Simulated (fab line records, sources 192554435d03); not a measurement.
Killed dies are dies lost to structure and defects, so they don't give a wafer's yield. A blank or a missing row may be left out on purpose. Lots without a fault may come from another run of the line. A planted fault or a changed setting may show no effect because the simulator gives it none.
Which tool did it? | flow n5_finfet | 24 lots, 72 wafers sampled, at 5 steps of a route of 1938

WHAT THE GAUGES READ, wafer by wafer
N5_BEOL_M5_INSPECT_30: inspects for defects (brightfield). Usual: raw_defect_count 373, standard deviation 81.
lot  | measured     | on                | raw_defect_count | flag
L074 | day 8 00:06  | defect_inspect-01 | 289 258 345      |
L075 | day 8 06:17  | defect_inspect-02 | 307 400 416      |
L076 | day 8 13:35  | defect_inspect-01 | 380 553 399      |
L077 | day 9 01:01  | defect_inspect-01 | 298 279 465      |
L078 | day 9 02:16  | defect_inspect-01 | 438 472 403      |
L080 | day 9 16:35  | defect_inspect-02 | 525 456 420      |
L079 | day 9 16:30  | defect_inspect-01 | 332 369 370      |
L081 | day 9 23:16  | defect_inspect-01 | 401 381 249      |
L083 | day 10 08:21 | defect_inspect-01 | 197 224 281      |
L082 | day 10 07:34 | defect_inspect-02 | 477 284 344      |
L084 | day 10 22:40 | defect_inspect-01 | 646 599 441      |
L085 | day 10 23:33 | defect_inspect-01 | 369 359 345      |
L086 | day 11 04:29 | defect_inspect-01 | 432 395 432      |
L087 | day 11 04:48 | defect_inspect-01 | 370 400 375      |
L088 | day 11 11:13 | defect_inspect-01 | 531 347 310      |
L089 | day 12 07:29 | defect_inspect-02 | 344 307 368      |
L091 | day 12 10:39 | defect_inspect-01 | 521 451 276      |
L090 | day 12 11:13 | defect_inspect-02 | 346 347 468      |
L092 | day 13 02:01 | defect_inspect-01 | 375 390 316      |
L095 | day 13 11:34 | defect_inspect-01 | 441 377 307      |
L093 | day 13 14:15 | defect_inspect-01 | 263 296 476      |
L094 | day 13 18:55 | defect_inspect-01 | 369 335 320      |
L097 | day 13 18:52 | defect_inspect-02 | 355 469 293      |
L096 | day 13 20:23 | defect_inspect-01 | 444 346 338      |

WHICH TOOL RAN EACH LOT (tool, then ch and the chambers of the sampled wafers, then the start)
lot  | N5_BEOL_M4_DEGAS_44          | N5_BEOL_M4_ANNEAL_87         | N5_BEOL_M5_ILD_DEP_00           | N5_BEOL_M5_STRIP_19
L074 | pvd_sputter-03, day 7 16:10  | pvd_sputter-02, day 7 17:47  | pecvd-01 ch 0,1,2, day 7 20:53  | rie_diel-02 ch 2,3, day 7 23:00
L075 | pvd_sputter-01, day 7 21:40  | pvd_sputter-03, day 7 23:11  | pecvd-02 ch 0,1, day 8 02:16    | rie_diel-01 ch 0,1,3, day 8 04:28
L076 | pvd_sputter-03, day 8 03:24  | pvd_sputter-03, day 8 05:02  | pecvd-01 ch 0,1,2, day 8 08:08  | rie_diel-05 ch 1,2,3, day 8 12:14
L077 | pvd_sputter-03, day 8 14:56  | pvd_sputter-01, day 8 16:36  | pecvd-03 ch 0,2, day 8 19:46    | rie_diel-05 ch 0,1,2, day 8 23:39
L078 | pvd_sputter-01, day 8 19:20  | pvd_sputter-01, day 8 20:55  | pecvd-01 ch 1,2, day 9 00:01    | rie_diel-01 ch 0,2,3, day 9 01:41
L080 | pvd_sputter-02, day 9 08:50  | pvd_sputter-02, day 9 10:11  | pecvd-01 ch 0,1,2, day 9 13:18  | rie_diel-05 ch 0,1, day 9 15:51
L079 | pvd_sputter-01, day 9 08:54  | pvd_sputter-03, day 9 10:28  | pecvd-03 ch 1,2, day 9 13:37    | rie_diel-01 ch 0,2,3, day 9 15:53
L081 | pvd_sputter-03, day 9 12:10  | pvd_sputter-01, day 9 14:57  | pecvd-01 ch 0,1,2, day 9 18:02  | rie_diel-05 ch 0,1,2, day 9 20:26
L083 | pvd_sputter-02, day 10 00:08 | pvd_sputter-02, day 10 01:51 | pecvd-01 ch 0,1,2, day 10 04:59 | rie_diel-02 ch 0,1,3, day 10 07:09
L082 | pvd_sputter-03, day 10 00:08 | pvd_sputter-01, day 10 01:47 | pecvd-03 ch 0,1, day 10 04:55   | rie_diel-02 ch 0,3, day 10 06:58
L084 | pvd_sputter-03, day 10 14:06 | pvd_sputter-03, day 10 15:41 | pecvd-03 ch 0,2, day 10 19:22   | rie_diel-05 ch 2,3, day 10 22:11
L085 | pvd_sputter-01, day 10 16:44 | pvd_sputter-02, day 10 18:06 | pecvd-02 ch 0,1,2, day 10 21:12 | rie_diel-02 ch 1,2,3, day 10 22:55
L086 | pvd_sputter-01, day 10 16:49 | pvd_sputter-02, day 10 19:56 | pecvd-01 ch 0,1,2, day 10 23:02 | rie_diel-02 ch 0,1,3, day 11 01:37
L087 | pvd_sputter-03, day 10 17:08 | pvd_sputter-03, day 10 20:10 | pecvd-03 ch 0,1,2, day 10 23:16 | rie_diel-01 ch 0,2,3, day 11 02:08
L088 | pvd_sputter-03, day 11 00:26 | pvd_sputter-01, day 11 01:47 | pecvd-03 ch 0,1,2, day 11 05:00 | rie_diel-01 ch 2,3, day 11 07:00
L089 | pvd_sputter-02, day 11 21:04 | pvd_sputter-03, day 11 22:43 | pecvd-02 ch 0,1,2, day 12 01:50 | rie_diel-01 ch 1,2,3, day 12 05:29
L091 | pvd_sputter-01, day 12 00:16 | pvd_sputter-02, day 12 01:54 | pecvd-03 ch 1,2, day 12 05:02   | rie_diel-01 ch 1,2,3, day 12 09:39
L090 | pvd_sputter-03, day 12 00:17 | pvd_sputter-03, day 12 01:46 | pecvd-02 ch 0,1,2, day 12 04:52 | rie_diel-01 ch 0,2,3, day 12 09:37
L092 | pvd_sputter-03, day 12 18:34 | pvd_sputter-02, day 12 20:13 | pecvd-02 ch 0,1,2, day 12 23:17 | rie_diel-05 ch 0,2,3, day 13 01:28
L095 | pvd_sputter-01, day 13 02:50 | pvd_sputter-02, day 13 04:11 | pecvd-02 ch 0,1, day 13 07:25   | rie_diel-01 ch 1,2,3, day 13 10:08
L093 | pvd_sputter-01, day 13 06:03 | pvd_sputter-01, day 13 07:45 | pecvd-03 ch 0,1, day 13 10:55   | rie_diel-02 ch 0,1,2, day 13 13:17
L094 | pvd_sputter-01, day 13 09:28 | pvd_sputter-02, day 13 10:56 | pecvd-02 ch 0,1, day 13 14:04   | rie_diel-02 ch 0,1, day 13 16:18
L097 | pvd_sputter-02, day 13 09:44 | pvd_sputter-01, day 13 11:43 | pecvd-03 ch 1,2, day 13 14:49   | rie_diel-02 ch 0,3, day 13 16:52
L096 | pvd_sputter-03, day 13 11:47 | pvd_sputter-02, day 13 13:07 | pecvd-01 ch 0,1,2, day 13 16:15 | rie_diel-01 ch 0,1,2, day 13 19:49
- N5_BEOL_M4_DEGAS_44: time 60 s.
- N5_BEOL_M4_ANNEAL_87: time 240 s.
- N5_BEOL_M5_ILD_DEP_00: deposits SiCOH lowk from DEMS/porogen, target thk 140.64 nm, time 25.9 s.
- N5_BEOL_M5_STRIP_19: strips in O2.

WHAT THE TOOLS THEMSELVES READ (means of the sampled wafers that have a number; where no wafer has one, the mark that the record gives instead)
N5_BEOL_M4_DEGAS_44. Usual: heater_power_w 331 W, standard deviation 43.
lot  | tool           | heater_power_w (W) | flag
L074 | pvd_sputter-03 | 331                |
L075 | pvd_sputter-01 | 307                |
L076 | pvd_sputter-03 | 355                |
L077 | pvd_sputter-03 | 322                |
L078 | pvd_sputter-01 | 331                |
L080 | pvd_sputter-02 | 330                |
L079 | pvd_sputter-01 | 307                |
L081 | pvd_sputter-03 | 360                |
L083 | pvd_sputter-02 | 344                |
L082 | pvd_sputter-03 | 343                |
L084 | pvd_sputter-03 | 340                |
L085 | pvd_sputter-01 | 323                |
L086 | pvd_sputter-01 | 336                |
L087 | pvd_sputter-03 | 365                |
L088 | pvd_sputter-03 | 381                |
L089 | pvd_sputter-02 | 331                |
L091 | pvd_sputter-01 | 349                |
L090 | pvd_sputter-03 | 332                |
L092 | pvd_sputter-03 | 378                |
L095 | pvd_sputter-01 | 311                |
L093 | pvd_sputter-01 | 327                |
L094 | pvd_sputter-01 | 309                |
L097 | pvd_sputter-02 | 321                |
L096 | pvd_sputter-03 | 287                |

N5_BEOL_M4_ANNEAL_87. Usual: heater_power_w 825 W, standard deviation 100.
lot  | tool           | heater_power_w (W) | flag
L074 | pvd_sputter-02 | 823                |
L075 | pvd_sputter-03 | 953                |
L076 | pvd_sputter-03 | 818                |
L077 | pvd_sputter-01 | 863                |
L078 | pvd_sputter-01 | 828                |
L080 | pvd_sputter-02 | 733                |
L079 | pvd_sputter-03 | 807                |
L081 | pvd_sputter-01 | 781                |
L083 | pvd_sputter-02 | 861                |
L082 | pvd_sputter-01 | 779                |
L084 | pvd_sputter-03 | 807                |
L085 | pvd_sputter-02 | 804                |
L086 | pvd_sputter-02 | 767                |
L087 | pvd_sputter-03 | 808                |
L088 | pvd_sputter-01 | 774                |
L089 | pvd_sputter-03 | 772                |
L091 | pvd_sputter-02 | 917                |
L090 | pvd_sputter-03 | 901                |
L092 | pvd_sputter-02 | 760                |
L095 | pvd_sputter-02 | 815                |
L093 | pvd_sputter-01 | 768                |
L094 | pvd_sputter-02 | 857                |
L097 | pvd_sputter-01 | 867                |
L096 | pvd_sputter-02 | 826                |

N5_BEOL_M5_ILD_DEP_00. Usual: heater_power_w 300 W, standard deviation 52; showerhead_plenum_p_Torr 5.734 Torr, standard deviation 0.016; throttle_valve_pct 14.1 %, standard deviation 0.71.
lot  | tool     | heater_power_w (W) | showerhead_plenum_p_Torr (Torr) | throttle_valve_pct (%) | flag
L074 | pecvd-01 | 239                | 5.732                           | 14.3                   |
L075 | pecvd-02 | 345                | 5.724                           | 14.6                   |
L076 | pecvd-01 | 254                | 5.739                           | 14.3                   |
L077 | pecvd-03 | 337                | 5.744                           | 13.9                   |
L078 | pecvd-01 | 253                | 5.730                           | 13.8                   |
L080 | pecvd-01 | 253                | 5.728                           | 14.2                   |
L079 | pecvd-03 | 342                | 5.744                           | 14.0                   |
L081 | pecvd-01 | 229                | 5.733                           | 14.2                   |
L083 | pecvd-01 | 257                | 5.731                           | 14.3                   |
L082 | pecvd-03 | 319                | 5.751                           | 14.5                   |
L084 | pecvd-03 | 374                | 5.730                           | 13.7                   |
L085 | pecvd-02 | 326                | 5.722                           | 14.0                   |
L086 | pecvd-01 | 244                | 5.731                           | 14.2                   |
L087 | pecvd-03 | 305                | 5.733                           | 13.9                   |
L088 | pecvd-03 | 313                | 5.744                           | 14.1                   |
L089 | pecvd-02 | 296                | 5.720                           | 14.1                   |
L091 | pecvd-03 | 363                | 5.747                           | 13.6                   |
L090 | pecvd-02 | 317                | 5.731                           | 14.0                   |
L092 | pecvd-02 | 322                | 5.729                           | 14.1                   |
L095 | pecvd-02 | 340                | 5.721                           | 14.4                   |
L093 | pecvd-03 | 317                | 5.745                           | 14.4                   |
L094 | pecvd-02 | 335                | 5.714                           | 14.6                   |
L097 | pecvd-03 | 328                | 5.755                           | 13.5                   |
L096 | pecvd-01 | 244                | 5.732                           | 14.3                   |

N5_BEOL_M5_STRIP_19. Usual: drypump_motor_current_A 5.8 A, standard deviation 0.45; oes_product_au 0.74 a.u., standard deviation 0.059; rf_vpp_V 3.7 V, standard deviation 0.46; showerhead_plenum_p_Torr 2.09 Torr, standard deviation 0.066; throttle_valve_pct 16.77 %, standard deviation 0.16.
lot  | tool        | drypump_motor_current_A (A) | oes_product_au (a.u.) | rf_vpp_V (V) | showerhead_plenum_p_Torr (Torr) | throttle_valve_pct (%) | flag
L074 | rie_diel-02 | 5.3                         | 0.73                  | 3.5          | 2.05                            | 16.60                  |
L075 | rie_diel-01 | 5.8                         | 0.80                  | 3.6          | 2.06                            | 16.75                  |
L076 | rie_diel-05 | 5.6                         | 0.71                  | 4.0          | 2.11                            | 16.86                  |
L077 | rie_diel-05 | 5.7                         | 0.75                  | 3.6          | 2.12                            | 16.81                  |
L078 | rie_diel-01 | 5.7                         | 0.73                  | 3.4          | 2.06                            | 16.85                  |
L080 | rie_diel-05 | 5.8                         | 0.75                  | 3.7          | 2.07                            | 16.96                  |
L079 | rie_diel-01 | 5.7                         | 0.73                  | 3.7          | 2.06                            | 16.85                  |
L081 | rie_diel-05 | 5.7                         | 0.76                  | 4.0          | 2.12                            | 16.82                  |
L083 | rie_diel-02 | 5.9                         | 0.71                  | 3.6          | 2.09                            | 16.74                  |
L082 | rie_diel-02 | 5.8                         | 0.72                  | 3.2          | 2.06                            | 16.68                  |
L084 | rie_diel-05 | 5.6                         | 0.71                  | 3.9          | 2.16                            | 16.75                  |
L085 | rie_diel-02 | 5.6                         | 0.71                  | 3.7          | 2.08                            | 16.71                  |
L086 | rie_diel-02 | 5.9                         | 0.70                  | 3.3          | 2.09                            | 16.75                  |
L087 | rie_diel-01 | 5.7                         | 0.72                  | 3.6          | 2.06                            | 16.87                  |
L088 | rie_diel-01 | 5.3                         | 0.70                  | 3.7          | 2.05                            | 16.81                  |
L089 | rie_diel-01 | 5.8                         | 0.76                  | 3.5          | 2.09                            | 16.73                  |
L091 | rie_diel-01 | 5.8                         | 0.75                  | 3.7          | 2.09                            | 16.73                  |
L090 | rie_diel-01 | 5.7                         | 0.72                  | 3.3          | 2.06                            | 16.90                  |
L092 | rie_diel-05 | 5.7                         | 0.73                  | 3.9          | 2.16                            | 16.75                  |
L095 | rie_diel-01 | 5.8                         | 0.75                  | 4.0          | 2.09                            | 16.74                  |
L093 | rie_diel-02 | 5.6                         | 0.71                  | 4.4          | 2.10                            | 16.68                  |
L094 | rie_diel-02 | 6.0                         | 0.69                  | 3.4          | 2.13                            | 16.75                  |
L097 | rie_diel-02 | 5.8                         | 0.70                  | 3.9          | 2.05                            | 16.73                  |
L096 | rie_diel-01 | 6.2                         | 0.76                  | 3.7          | 2.09                            | 16.82                  |

THE ANSWER, worked out from the rows above alone
Rule: a lot is off if the mean of its wafers that have a number lies more than 3 standard deviations from the usual mean. A lot without any number at a reading at which 4 lots or more have one is off too. The other lots that the step has rows for count as sound. The gauges are gone through in route order, then the tools' own readings, and for those a lot's mean is taken as printed above. The first step at which some lot is off is used, and at that step the reading that is off furthest; a lot without a number counts as furthest.
No lot is off at any reading shown: from this, nothing can be told.

WHAT THE SIMULATOR HAD PUT IN
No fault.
